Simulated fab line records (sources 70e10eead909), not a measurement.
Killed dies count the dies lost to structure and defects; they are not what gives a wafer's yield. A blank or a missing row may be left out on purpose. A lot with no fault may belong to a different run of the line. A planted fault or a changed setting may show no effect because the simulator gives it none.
Matching of chambers | flow nand harc | 4 sister chambers for NHARC_P_M0_ETCH_34 on rie diel-02
The step etches the open film in N2/H2, target depth 40 nm, overetch 12 nm, time 43.94 s. 33 wafers are shown with their chamber, then 12 later ones without.

EACH WAFER AND ITS CHAMBER
wafer  | chamber | drypump motor current A (A) | showerhead plenum p Torr (Torr) | rf vpp V (V)
L075.1 | 0       | 4.8                         | 1.99                            | 428.8
L075.2 | 3       | 5.8                         | 2.03                            | 430.0
L075.4 | 1       | 5.8                         | 2.14                            | 433.9
L074.1 | 2       | 6.3                         | 1.93                            | 428.3
L074.3 | 1       | 5.8                         | 2.14                            | 433.9
L074.4 | 0       | 4.8                         | 1.99                            | 429.6
L078.2 | 0       | 4.8                         | 1.98                            | 427.9
L078.3 | 3       | 5.8                         | 2.03                            | 429.6
L078.5 | 0       | 4.8                         | 1.98                            | 428.5
L079.3 | 1       | 5.8                         | 2.14                            | 433.1
L079.4 | 0       | 4.8                         | 1.98                            | 428.1
L079.6 | 1       | 5.8                         | 2.14                            | 431.5
L083.1 | 0       | 4.8                         | 1.98                            | 427.5
L083.3 | 1       | 5.8                         | 2.14                            | 433.2
L083.5 | 1       | 5.8                         | 2.14                            | 433.1
L084.2 | 3       | 5.9                         | 2.03                            | 430.5
L084.3 | 2       | 6.3                         | 1.93                            | 427.4
L084.6 | 0       | 4.8                         | 1.98                            | 428.3
L086.1 | 1       | 5.8                         | 2.14                            | 432.6
L086.5 | 2       | 6.3                         | 1.93                            | 425.8
L086.6 | 1       | 5.8                         | 2.14                            | 432.9
L089.3 | 2       | 6.3                         | 1.92                            | 428.5
L089.4 | 3       | 5.9                         | 2.02                            | 430.3
L089.5 | 0       | 4.8                         | 1.98                            | 429.8
L090.2 | 1       | 5.8                         | 2.13                            | 434.7
L090.3 | 0       | 4.8                         | 1.98                            | 428.6
L090.5 | 3       | 5.8                         | 2.02                            | 429.8
L091.3 | 3       | 5.9                         | 2.02                            | 432.0
L091.5 | 0       | 4.8                         | 1.98                            | 427.4
L091.6 | 1       | 5.8                         | 2.13                            | 433.6
L092.2 | 2       | 6.3                         | 1.92                            | 425.6
L092.4 | 0       | 4.8                         | 1.97                            | 428.6
L092.5 | 2       | 6.3                         | 1.92                            | 426.2

SIGNATURES (means of the wafers above)
reading                  | chamber 0 | chamber 1 | chamber 2 | chamber 3 | scatter within a chamber
drypump motor current A  | 4.800     | 5.800     | 6.300     | 5.850     | 0.0227
showerhead plenum p Torr | 1.9809    | 2.1380    | 1.9250    | 2.0250    | 0.00509
rf vpp V                 | 428.464   | 433.250   | 426.967   | 430.367   | 0.916
Rule: a wafer's distance from a chamber is the root of the sum, over the readings, of the square of ((its reading less the chamber's mean) divided by the reading's scatter). The wafer belongs to the nearest chamber; if the next one is less than 2 further off, it can't be placed. The scatter: the root of (the sum of the squares of (reading less its chamber's mean) over the shown wafers, divided by (wafers less chambers)).

WAFERS WITH NO CHAMBER GIVEN
wafer  | drypump motor current A (A) | showerhead plenum p Torr (Torr) | rf vpp V (V)
L093.2 | 6.3                         | 1.92                            | 426.5
L093.4 | 4.8                         | 1.98                            | 428.4
L093.6 | 4.8                         | 1.97                            | 429.5
L094.3 | 6.3                         | 1.92                            | 426.8
L094.4 | 5.8                         | 2.02                            | 430.1
L094.5 | 5.8                         | 2.13                            | 433.8
L095.3 | 4.8                         | 1.97                            | 428.1
L095.4 | 6.3                         | 1.92                            | 428.2
L095.6 | 4.8                         | 1.97                            | 428.5
L095.1 | 5.8                         | 2.13                            | 433.1
L095.2 | 5.8                         | 2.02                            | 429.4
L095.5 | 5.8                         | 2.13                            | 432.6

WHICH CHAMBER EACH WENT THROUGH
wafer  | from the rows above | in truth
L093.2 | 2                   | 2
L093.4 | 0                   | 0
L093.6 | 0                   | 0
L094.3 | 2                   | 2
L094.4 | 3                   | 3
L094.5 | 1                   | 1
L095.3 | 0                   | 0
L095.4 | 2                   | 2
L095.6 | 0                   | 0
L095.1 | 1                   | 1
L095.2 | 3                   | 3
L095.5 | 1                   | 1
12 of 12 placed correctly. Not placeable from these rows: 0. Wrongly placed: 0.
